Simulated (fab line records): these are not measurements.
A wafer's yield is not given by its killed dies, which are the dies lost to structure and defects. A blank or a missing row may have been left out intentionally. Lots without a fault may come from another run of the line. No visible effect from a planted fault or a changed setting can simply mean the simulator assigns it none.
Chamber matching / flow nandHarc / NHARC_A_STAIRCASE_ETCH_13 on rieDiel-13: 4 sister chambers
The step etches the open film in C4F8/O2, target depth 100 nm, time 40.5 s. 4 wafers are shown with their chamber, then 7 later ones without.

WAFERS, EACH WITH ITS CHAMBER
wafer=L499.4; chamber=2; rfVppV (V)=889
wafer=L499.6; chamber=0; rfVppV (V)=896
wafer=L500.2; chamber=1; rfVppV (V)=904
wafer=L500.3; chamber=3; rfVppV (V)=894

WAFERS WITHOUT THEIR CHAMBER
wafer=L500.5; rfVppV (V)=897
wafer=L501.3; rfVppV (V)=889
wafer=L501.4; rfVppV (V)=892
wafer=L501.5; rfVppV (V)=890
wafer=L503.2; rfVppV (V)=888
wafer=L503.3; rfVppV (V)=893
wafer=L503.5; rfVppV (V)=888

THE CHAMBER EACH PASSED THROUGH
wafer=L500.5; from the rows above=can't be placed: 0 or 3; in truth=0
wafer=L501.3; from the rows above=2; in truth=2
wafer=L501.4; from the rows above=can't be placed: 3 or 2 or 0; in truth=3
wafer=L501.5; from the rows above=2; in truth=2
wafer=L503.2; from the rows above=2; in truth=2
wafer=L503.3; from the rows above=can't be placed: 3 or 0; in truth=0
wafer=L503.5; from the rows above=2; in truth=2
Correctly placed: 4 of 7. From these rows, 3 cannot be placed; in 3 the true chamber is one of the candidates. 0 placed wrongly.
How it was worked out, from the rows above alone: a wafer's distance from a chamber is the root of the sum, over the readings, of the square of ((its reading less the chamber's mean) divided by the reading's scatter). The wafer belongs to the nearest chamber; if the next one is less than 2 further off, it can't be placed. Each chamber's mean is taken over the wafers shown for it. The scatter: root of mean squared gap, hidden wafer to nearest shown wafer, with one shown wafer a chamber.
